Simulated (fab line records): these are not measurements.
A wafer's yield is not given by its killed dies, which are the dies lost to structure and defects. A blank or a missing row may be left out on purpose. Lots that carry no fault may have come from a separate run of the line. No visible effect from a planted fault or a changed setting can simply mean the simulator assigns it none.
Chamber matching -- flow nand harc -- 4 sister chambers for NHARC_A_STAIRCASE_ETCH_169 on rie diel-09
The step etches the open film in CH3F/O2, target depth 50 nm, time 107.1 s. 8 wafers are shown with their chamber, then 8 later ones without.

WAFERS PAIRED WITH THEIR CHAMBERS
wafer,chamber,drypump motor current A (A),showerhead plenum p Torr (Torr)
L080.5,1,5.7,2.44
L084.2,3,6.6,2.46
L086.1,2,5.5,2.51
L086.2,3,6.6,2.45
L086.6,2,5.5,2.51
L090.5,1,5.7,2.42
L090.6,0,5.7,2.41
L091.2,0,5.8,2.41

WAFERS MISSING THEIR CHAMBER
wafer,drypump motor current A (A),showerhead plenum p Torr (Torr)
L091.4,6.6,2.45
L091.6,6.6,2.45
L094.2,5.8,2.40
L094.5,5.7,2.42
L094.6,5.4,2.50
L097.3,5.5,2.49
L097.5,5.7,2.40
L097.6,5.7,2.41

EACH ONE'S CHAMBER
wafer,from the rows above,in truth
L091.4,3,3
L091.6,3,3
L094.2,0,0
L094.5,can't be placed: 1 or 0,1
L094.6,2,2
L097.3,2,2
L097.5,can't be placed: 0 or 1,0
L097.6,can't be placed: 0 or 1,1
Correctly placed: 5 of 8. Not placeable from these rows: 3 (in 3, the candidates include the true chamber). Wrongly placed: 0.
How it was worked out, from the rows above alone: a wafer's distance from a chamber is the root of the sum, over the readings, of the square of ((its reading less the chamber's mean) divided by the reading's scatter). The wafer belongs to the nearest chamber; if the next one is less than 2 further off, it can't be placed. The mean given for a chamber averages the wafers shown for that chamber. The scatter: the root of (the sum of the squares of (reading less its chamber's mean) over the shown wafers, divided by (wafers less chambers)).
